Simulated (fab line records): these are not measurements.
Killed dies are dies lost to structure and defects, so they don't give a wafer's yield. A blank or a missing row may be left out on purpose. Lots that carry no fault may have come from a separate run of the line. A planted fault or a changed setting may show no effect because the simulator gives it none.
Comparing a struck lot with a sound one + flow n5_finfet + 44 steps out of a route of 1938
Sound: these wafers, L527.2, L527.4, L527.5. Struck: wafer L532.3 (L532.2, L532.6, from the same lot, were not struck and are left out); the cause is given at the end.
Each step with rows lists, per side, the tool, then ch with its chambers, then its first start. Under that, the readings that differ: sound wafers + struck wafers + difference of the means + sigmas: that difference in standard deviations of wafers without a fault.
alike: readings whose means differ by less than 2 such deviations, and words and numbers that are the same on both sides. not compared: withheld readings, readings that some wafer has no value for, bounds like >300 that may hide the same value, and numbers for which the record gives no deviation and whose values overlap.
The two part at a step that has a row with sigmas, a row that says differs or no value, or rows on one side only. Non-overlapping numbers with no deviation appear without sigmas and do not part them. A reading missing from all wafers of one side parts the sides only when that side holds two or more wafers.

N5_BEOL_M4_STRIP_36: strips in N2/H2.
  sound on rie_diel-03 ch 0,1,2, day 8 21:04; struck on rie_diel-03 ch 2, day 9 20:19
  alike: drypump_motor_current_A, oes_product_au, rf_vpp_V, showerhead_plenum_p_Torr, throttle_valve_pct
  not compared: rf_hours_counter_h
then, 3 steps without rows for these wafers: N5_BEOL_M4_TRENCH_ETCH_37 (etches SiOC in C4F6/O2, target depth 55.555 nm, time 29.2 s); N5_BEOL_M4_ETCH_41 (etches SiCN in CH3F/O2, target depth 29.9 nm, time 52.5 s); N5_BEOL_M4_STRIP_97 (strips in N2/H2, time 10 s).
N5_BEOL_M4_OCD_MEAS_38:
  sound on ocd-01 at day 8 21:16; struck on ocd-02 at day 9 20:31
  alike: trench_depth_nm
then, 4 steps without rows for these wafers: N5_BEOL_M4_HM_STRIP_39 (strips TiN in peroxide tin strip, target depth 25 nm, time 158 s); N5_BEOL_M4_SRD_40 (time 30 s); N5_BEOL_M4_PRECLEAN_42 (cleans in residue remover, time 60 s); N5_BEOL_M4_SRD_43 (time 30 s).
N5_BEOL_M4_CD_MEAS_35: target cd 18 nm, target cd y 22.4 nm.
  sound on cd_sem-01 at day 8 21:25; struck on cd_sem-02 at day 9 20:40
  alike: cd_nm
then, 2 steps without rows for these wafers: N5_BEOL_M4_DEGAS_44 (time 60 s); N5_BEOL_M4_PRE_CLEAN_45 (time 30 s).
N5_BEOL_M4_ALD_84: deposits TaN, pulse time 2 s, purge time 3 s, co reactant purge time 2 s.
  sound on ald_metal-01 ch 1,2,3, day 8 21:34; struck on ald_metal-03 ch 1, day 9 21:08
| reading    | sound    | struck | difference | sigmas |
|------------|----------|--------|------------|--------|
| ald_cycles | 30 30 30 | 42     | +12        |        |
  alike: heater_power_w
  not compared: since_wet_clean_h, model.TaN_of_BEOL_M4_ALD_84.thk_nm
then, 2 steps without rows for these wafers: N5_BEOL_M4_SURFACE_TREAT_85; N5_BEOL_M4_CVD_47 (deposits Co from CCTBA/H2, target thk 3 nm, time 223.8 s).
N5_BEOL_M4_SPUTTER_48: material Cu, target thk 4.5 nm, time 8.29 s.
  sound on pvd_sputter-03 at day 8 23:16; struck on pvd_sputter-02 at day 9 21:54
  alike: substrate_temp_c, throttle_valve_pct
then, 2 steps without rows for these wafers: N5_BEOL_M4_ANNEAL_49 (time 240 s); N5_BEOL_M4_SPUTTER_79 (material Cu, target thk 4.5 nm, time 8.29 s).
N5_BEOL_M4_ANNEAL_80: time 240 s.
  sound on pvd_sputter-03 at day 8 23:34; struck on pvd_sputter-02 at day 9 22:12
  alike: heater_power_w
then, 2 steps without rows for these wafers: N5_BEOL_M4_SPUTTER_81 (material Cu, target thk 4.5 nm, time 8.29 s); N5_BEOL_M4_ANNEAL_82 (time 240 s).
N5_BEOL_M4_SPUTTER_86: material Cu, target thk 4.5 nm, time 8.29 s.
  sound on pvd_sputter-03 at day 8 23:56; struck on pvd_sputter-02 at day 9 22:34
  alike: substrate_temp_c, throttle_valve_pct
then, 8 steps without rows for these wafers: N5_BEOL_M4_ANNEAL_87 (time 240 s); N5_BEOL_M4_SPUTTER_88 (material Cu, target thk 4.5 nm, time 8.29 s); N5_BEOL_M4_ANNEAL_89 (time 240 s); N5_BEOL_M4_SPUTTER_90 (material Cu, target thk 4.5 nm, time 8.29 s); N5_BEOL_M4_ANNEAL_91 (time 240 s); N5_BEOL_M4_SPUTTER_92 (material Cu, target thk 4.5 nm, time 8.29 s); N5_BEOL_M4_ANNEAL_93 (time 240 s); N5_BEOL_M4_SPUTTER_94 (material Cu, target thk 4.5 nm, time 8.29 s).
N5_BEOL_M4_ANNEAL_95: time 240 s.
  sound on pvd_sputter-03 at day 9 00:53; struck on pvd_sputter-02 at day 9 23:31
  alike: heater_power_w
then, 4 steps without rows for these wafers: N5_BEOL_M4_SPUTTER_96 (material Cu, target thk 4.5 nm, time 8.29 s); N5_BEOL_M4_ECD_50 (material Cu, target thk 300 nm); N5_BEOL_M4_ANNEAL_51 (time 90 s); N5_BEOL_M4_CMP_52 (polishes, stops on SiOC, t overpolish 6.8 s, target thk 40 nm).
N5_BEOL_M4_THK_MEAS_53: measures by xrf.
  sound on film_metro-01 at day 9 01:49; struck on film_metro-02 at day 10 00:29
  alike: M4_THK
then, 4 steps without rows for these wafers: N5_BEOL_M4_PRE_CLEAN_60 (time 15 s); N5_BEOL_M4_CO_CAP_55 (material Co, precursor CCTBA/H2, target thk 2 nm, time 102.1 s); N5_BEOL_M4_PRE_CLEAN_56 (time 15 s); N5_BEOL_M4_DEP_57 (deposits SiCN from 3MS/NH3, target thk 8 nm, time 14 s).
N5_BEOL_M4_RS_MEAS_58: uses a four-point probe to measure.
  sound on film_metro-01 at day 9 02:05; struck on film_metro-02 at day 10 00:46
  alike: M4_RS
N5_BEOL_M4_INSPECT_59: inspects for defects (darkfield).
  sound on defect_inspect-02 at day 9 02:06; struck on defect_inspect-02 at day 10 00:47
  alike: raw_defect_count
N5_BEOL_M4_RC_MEAS_101:
  sound on prober-02 ch 0, day 9 02:17; struck on prober-01 ch 0, day 10 01:38
| reading                      | sound          | struck | difference | sigmas |
|------------------------------|----------------|--------|------------|--------|
| CHAIN_V3 (ohm/link)          | 226 220 231    | 310    | +84        | +9     |
| CHAIN_V3_max_site (ohm/link) | 235 226 243    | 322    | +87        | +9     |
| VT_P (mV)                    | -245 -249 -247 | -256   | -9         | -3     |
  alike: DIBL_N, DIBL_P, IOFF_N, IOFF_P, ION_N, ION_P, SS_N, SS_P, VT_N
-- here the record skips 5 days between the struck wafers' starts before and after, leaving off in module BEOL_M4 and picking up in module PASSIVATION (first step shown: number 1936 of the route) --
N5_PASSIVATION_PROBE_49:
  only the struck wafers here have rows in the record (prober-02, day 14 18:58); the sound ones have none

== WHERE THEY PART ==
At N5_BEOL_M4_RC_MEAS_101 first; at N5_PASSIVATION_PROBE_49 last (within this record only).

WHY: what had been put in by the simulator
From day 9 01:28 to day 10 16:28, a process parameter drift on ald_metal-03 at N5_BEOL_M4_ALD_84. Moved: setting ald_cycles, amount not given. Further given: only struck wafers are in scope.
